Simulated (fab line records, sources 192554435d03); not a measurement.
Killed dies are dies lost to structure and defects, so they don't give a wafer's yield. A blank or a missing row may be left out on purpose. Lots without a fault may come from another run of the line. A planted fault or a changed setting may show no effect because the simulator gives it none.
Which tool did it? | flow n5_finfet | 10 lots, 30 wafers sampled, at 4 steps of a route of 1938

WHAT THE GAUGES READ, wafer by wafer
The record holds no reading of a measuring or inspecting step that can be judged against a usual standard deviation.

WHICH TOOL RAN EACH LOT (tool, then ch and the chambers of the sampled wafers, then the start)
lot  | N5_BEOL_M11_DESCUM_33              | N5_BEOL_M11_TRENCH_ETCH_37                    | N5_BEOL_M11_PRE_CLEAN_45     | N5_BEOL_M11_CVD_75
L612 | rie_diel-03 ch 2,3, day 11 03:02   | rie_diel-03 ch 2,3, day 11 04:05 or earlier   | pvd_sputter-03, day 11 04:05 | cvd_co-01 ch 0,1,2, day 11 04:50
L615 | rie_diel-02 ch 1,3, day 11 15:09   | rie_diel-02 ch 1,3, day 11 16:17 or earlier   | pvd_sputter-03, day 11 16:17 | cvd_co-02 ch 1,2, day 11 18:16
L618 | rie_diel-03 ch 0,1,2, day 11 18:11 | rie_diel-03 ch 0,1,2, day 11 19:16 or earlier | pvd_sputter-03, day 11 19:16 | cvd_co-01 ch 1,2, day 11 20:06
L616 | rie_diel-03 ch 0,1,2, day 11 21:23 | rie_diel-03 ch 0,1,2, day 11 22:38 or earlier | pvd_sputter-03, day 11 22:38 | cvd_co-01 ch 0,2, day 11 23:11
L617 | rie_diel-04 ch 0,1,2, day 11 21:33 | rie_diel-04 ch 0,1,2, day 11 22:43 or earlier | pvd_sputter-02, day 11 22:43 | cvd_co-02 ch 1,2, day 11 23:13
L619 | rie_diel-03 ch 2,3, day 12 22:09   | rie_diel-03 ch 1,2,3, day 12 23:26 or earlier | pvd_sputter-02, day 12 23:26 | cvd_co-02 ch 0,1,2, day 12 23:59
L624 | rie_diel-03 ch 1,2, day 14 10:25   | rie_diel-03 ch 1,2, day 14 12:49 or earlier   | pvd_sputter-03, day 14 12:49 | cvd_co-01 ch 1,2, day 14 13:13
L625 | rie_diel-04 ch 0,2,3, day 14 15:13 | rie_diel-04 ch 0,2,3, day 14 16:16 or earlier | pvd_sputter-03, day 14 16:16 | cvd_co-02 ch 0,2, day 14 16:43
L634 | rie_diel-04 ch 0,1,2, day 16 18:39 | rie_diel-04 ch 0,1,2, day 16 19:56 or earlier | pvd_sputter-03, day 16 19:56 | cvd_co-02 ch 0,1,2, day 16 20:24
L635 | rie_diel-04 ch 0,1,3, day 17 13:19 | rie_diel-04 ch 0,1,3, day 17 14:39 or earlier | pvd_sputter-02, day 17 14:39 | cvd_co-02 ch 0,2, day 17 15:46
- N5_BEOL_M11_DESCUM_33: chemistry O2, time 7.9 s.
- N5_BEOL_M11_TRENCH_ETCH_37: etches SiCOH lowk in C4F6/O2, target depth 148.83 nm, time 48 s.
- N5_BEOL_M11_PRE_CLEAN_45: time 30 s.
- N5_BEOL_M11_CVD_75: deposits Co from CCTBA/H2, target thk 2 nm, time 138.9 s.

WHAT THE TOOLS THEMSELVES READ (means of the sampled wafers that have a number; where no wafer has one, the mark that the record gives instead)
N5_BEOL_M11_DESCUM_33.
lot  | tool        | chamber_pressure_mTorr (mTorr) | drypump_motor_current_A (A) | oes_product_au (a.u.) | rf_vpp_V (V) | showerhead_plenum_p_Torr (Torr) | throttle_valve_pct (%)
L612 | rie_diel-03 | 19.983                         | 5.7                         | 0.73                  | 243.2        | 2.09                            | 20.7
L615 | rie_diel-02 | 20.004                         | 6.6                         | 0.79                  | 242.8        | 2.07                            | 20.2
L618 | rie_diel-03 | 20.004                         | 5.7                         | 0.79                  | 242.2        | 2.10                            | 20.5
L616 | rie_diel-03 | 20.010                         | 5.7                         | 0.79                  | 242.4        | 2.10                            | 20.5
L617 | rie_diel-04 | 20.008                         | 5.5                         | 0.76                  | 241.9        | 2.01                            | 20.2
L619 | rie_diel-03 | 20.029                         | 5.7                         | 0.72                  | 242.7        | 2.09                            | 20.7
L624 | rie_diel-03 | 20.003                         | 6.1                         | 0.84                  | 243.7        | 2.11                            | 20.2
L625 | rie_diel-04 | 20.014                         | 5.8                         | 0.72                  | 242.8        | 2.01                            | 20.3
L634 | rie_diel-04 | 19.992                         | 5.5                         | 0.72                  | 241.3        | 2.00                            | 20.3
L635 | rie_diel-04 | 20.008                         | 5.8                         | 0.79                  | 240.8        | 1.98                            | 20.2

N5_BEOL_M11_TRENCH_ETCH_37.
lot  | tool        | chamber_pressure_mTorr (mTorr) | drypump_motor_current_A (A) | oes_product_au (a.u.) | rf_vpp_V (V) | showerhead_plenum_p_Torr (Torr) | throttle_valve_pct (%)
L612 | rie_diel-03 | 29.994                         | 5.7                         | 0.73                  | 672          | 2.83                            | 21.00
L615 | rie_diel-02 | 29.998                         | 6.6                         | 0.78                  | 674          | 2.83                            | 20.75
L618 | rie_diel-03 | 30.004                         | 5.7                         | 0.79                  | 673          | 2.85                            | 20.96
L616 | rie_diel-03 | 29.990                         | 5.7                         | 0.79                  | 673          | 2.85                            | 20.96
L617 | rie_diel-04 | 29.985                         | 5.5                         | 0.75                  | 663          | 2.73                            | 20.64
L619 | rie_diel-03 | 29.988                         | 5.9                         | 0.81                  | 673          | 2.85                            | 20.73
L624 | rie_diel-03 | 30.022                         | 6.1                         | 0.85                  | 676          | 2.87                            | 20.62
L625 | rie_diel-04 | 29.990                         | 5.7                         | 0.71                  | 658          | 2.75                            | 20.83
L634 | rie_diel-04 | 30.011                         | 5.4                         | 0.72                  | 663          | 2.71                            | 20.70
L635 | rie_diel-04 | 30.018                         | 5.8                         | 0.79                  | 662          | 2.71                            | 20.72

N5_BEOL_M11_PRE_CLEAN_45.
lot  | tool           | heater_power_w (W)
L612 | pvd_sputter-03 | 335
L615 | pvd_sputter-03 | 303
L618 | pvd_sputter-03 | 308
L616 | pvd_sputter-03 | 328
L617 | pvd_sputter-02 | 351
L619 | pvd_sputter-02 | 337
L624 | pvd_sputter-03 | 306
L625 | pvd_sputter-03 | 355
L634 | pvd_sputter-03 | 332
L635 | pvd_sputter-02 | 333

N5_BEOL_M11_CVD_75.
lot  | tool      | run_length_s (s)
L612 | cvd_co-01 | 161.6
L615 | cvd_co-02 | 162.2
L618 | cvd_co-01 | 161.6
L616 | cvd_co-01 | 161.6
L617 | cvd_co-02 | 162.3
L619 | cvd_co-02 | 162.2
L624 | cvd_co-01 | 142.7
L625 | cvd_co-02 | 162.1
L634 | cvd_co-02 | 162.1
L635 | cvd_co-02 | 162.3

THE ANSWER, worked out from the rows above alone
Rule: what is usual is taken from the lots themselves. Put in order of their means at a reading, lots are off if they are a third of the lots or fewer, leave a main group of 4 or more, and stand apart from it by a gap of 3 or more times the standard deviation of the main group's means; of several such gaps the widest counts. A main group whose means are all the same, to the digits that the tables above print for the reading, isn't used. A lot without any number at a reading at which 4 lots or more have one is off too. The other lots that the step has rows for count as sound. The gauges are gone through in route order, then the tools' own readings, and for those a lot's mean is taken as printed above. The first step at which some lot is off is used, and at that step the reading that is off furthest; a lot without a number counts as furthest.
Off: L624, at N5_BEOL_M11_CVD_75 (run_length_s). The main group: mean 162.0 s, standard deviation 0.29.
A tool fits if, at that step or a process step before it, it ran every lot that is off, and no sound lot after the first of them. N5_BEOL_M11_TRENCH_ETCH_37 gives no start for some lots, so the hours and the order of its lots are those of N5_BEOL_M11_PRE_CLEAN_45. Can't be told from this: 2 tools fit, rie_diel-03 at N5_BEOL_M11_DESCUM_33 and N5_BEOL_M11_TRENCH_ETCH_37, cvd_co-01 at N5_BEOL_M11_CVD_75.

WHAT THE SIMULATOR HAD PUT IN
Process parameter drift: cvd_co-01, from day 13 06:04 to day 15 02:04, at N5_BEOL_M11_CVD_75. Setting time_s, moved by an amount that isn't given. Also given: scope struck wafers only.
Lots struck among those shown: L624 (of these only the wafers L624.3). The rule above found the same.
